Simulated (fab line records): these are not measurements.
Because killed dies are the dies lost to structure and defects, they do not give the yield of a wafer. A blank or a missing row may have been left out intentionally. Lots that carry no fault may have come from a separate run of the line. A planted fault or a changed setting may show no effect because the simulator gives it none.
Chamber matching    flow nand harc    pecvd-04 running NHARC_A_M1_DEP_33: 3 sister chambers
The step deposits SiCN, target thk 30 nm. 6 wafers are shown with their chamber, then 8 later ones without.

WAFERS, EACH WITH ITS CHAMBER
wafer   chamber  heater power w (W)  rf fwd power W (W)
L089.5  1        605                 447.1
L089.6  0        628                 450.5
L088.2  2        598                 449.2
L088.4  1        620                 449.7
L088.6  2        614                 448.9
L090.2  0        636                 448.8

WAFERS WITH NO CHAMBER GIVEN
wafer   heater power w (W)  rf fwd power W (W)
L090.4  640                 448.2
L090.6  577                 449.0
L091.1  652                 450.1
L091.3  653                 447.2
L091.6  660                 450.1
L097.1  632                 451.4
L097.2  679                 448.4
L097.6  625                 450.5

THE CHAMBER EACH PASSED THROUGH
wafer    from the rows above            in truth
L090.4   can't be placed: 0 or 1        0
L090.6   can't be placed: 2 or 1        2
L091.1   0                              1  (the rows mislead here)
L091.3   can't be placed: 0 or 1        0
L091.6   0                              0
L097.1   can't be placed: 0 or 1 or 2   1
L097.2   can't be placed: 0 or 1        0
L097.6   can't be placed: 0 or 1 or 2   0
Correct placement for 1 of the 8. These rows do not allow placing 6 (true chamber among the candidates in 6). 1 placed wrongly.
How it was worked out, from the rows above alone: a wafer's distance from a chamber is the root of the sum, over the readings, of the square of ((its reading less the chamber's mean) divided by the reading's scatter). If the next closest chamber is less than 2 further off than the closest, the wafer can't be placed; otherwise it belongs to the closest. Each chamber's mean is taken over the wafers shown for it. The scatter: take each reading less its chamber's mean, square it, sum over the shown wafers, divide by the number of wafers less the number of chambers, and take the root.
